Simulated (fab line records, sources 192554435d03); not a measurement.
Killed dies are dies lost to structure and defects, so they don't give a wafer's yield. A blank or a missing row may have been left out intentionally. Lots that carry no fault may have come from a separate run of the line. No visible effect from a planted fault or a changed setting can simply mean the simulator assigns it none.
Chamber matching ; flow n5 finfet ; 4 sister chambers for N5_BEOL_M0_STRIP_104 on rie diel-02
The step strips in N2/H2. 4 wafers are shown with their chamber, then 7 later ones without.

## WAFERS, EACH WITH ITS CHAMBER
wafer;chamber;showerhead plenum p Torr (Torr)
L083.5;2;2.63
L083.6;3;2.51
L090.3;0;2.52
L090.4;1;2.68

## WAFERS WHOSE CHAMBER IS MISSING
wafer;showerhead plenum p Torr (Torr)
L090.5;2.52
L089.2;2.50
L089.3;2.52
L089.5;2.52
L095.2;2.67
L095.3;2.50
L095.4;2.52

## WHICH CHAMBER EACH WENT THROUGH
wafer;from the rows above;in truth
L090.5;can't be placed: 0 or 3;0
L089.2;can't be placed: 3 or 0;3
L089.3;can't be placed: 0 or 3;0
L089.5;can't be placed: 0 or 3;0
L095.2;1;1
L095.3;can't be placed: 3 or 0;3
L095.4;can't be placed: 0 or 3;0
Placed correctly: 1 of 7. From these rows, 6 cannot be placed; in 6 the true chamber is one of the candidates. Wrongly placed: 0.
How it was worked out, from the rows above alone: a wafer's distance from a chamber is the root of the sum, over the readings, of the square of ((its reading less the chamber's mean) divided by the reading's scatter). The wafer belongs to the nearest chamber; if the next one is less than 2 further off, it can't be placed. Each chamber's mean is taken over the wafers shown for it. The scatter (one wafer shown for each chamber): square how far every hidden wafer sits from the nearest shown wafer, average those squares and take the square root.
